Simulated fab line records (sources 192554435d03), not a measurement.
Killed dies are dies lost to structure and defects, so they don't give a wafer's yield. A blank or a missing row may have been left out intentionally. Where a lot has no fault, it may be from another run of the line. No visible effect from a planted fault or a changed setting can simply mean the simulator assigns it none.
Chamber matching + flow n5 finfet + N5_BEOL_M0_STRIP_140 on rie diel-02: 4 sister chambers
The step strips in CF4. 4 wafers are shown with their chamber, then 8 later ones without.

== WAFERS, EACH WITH ITS CHAMBER ==
| wafer  | chamber | drypump motor current A (A) |
|--------|---------|-----------------------------|
| L083.3 | 1       | 5.2                         |
| L090.1 | 0       | 6.1                         |
| L090.4 | 2       | 5.8                         |
| L092.1 | 3       | 4.9                         |

== WAFERS MISSING THEIR CHAMBER ==
| wafer  | drypump motor current A (A) |
|--------|-----------------------------|
| L092.3 | 5.8                         |
| L092.4 | 5.2                         |
| L093.1 | 6.2                         |
| L093.2 | 4.8                         |
| L093.5 | 5.8                         |
| L096.3 | 6.1                         |
| L096.5 | 4.9                         |
| L096.6 | 5.8                         |

== WHICH CHAMBER EACH WENT THROUGH ==
| wafer  | from the rows above | in truth |
|--------|---------------------|----------|
| L092.3 | 2                   | 2        |
| L092.4 | 1                   | 1        |
| L093.1 | 0                   | 0        |
| L093.2 | 3                   | 3        |
| L093.5 | 2                   | 2        |
| L096.3 | 0                   | 0        |
| L096.5 | 3                   | 3        |
| L096.6 | 2                   | 2        |
Placed correctly: 8 of 8. Left unplaced by these rows: 0. Placed wrongly: 0.
How it was worked out, from the rows above alone: a wafer's distance from a chamber is the root of the sum, over the readings, of the square of ((its reading less the chamber's mean) divided by the reading's scatter). If the next closest chamber is less than 2 further off than the closest, the wafer can't be placed; otherwise it belongs to the closest. The mean given for a chamber averages the wafers shown for that chamber. The scatter: with one shown wafer a chamber, the root of the mean of the squares of how far each hidden wafer lies from its nearest shown one.
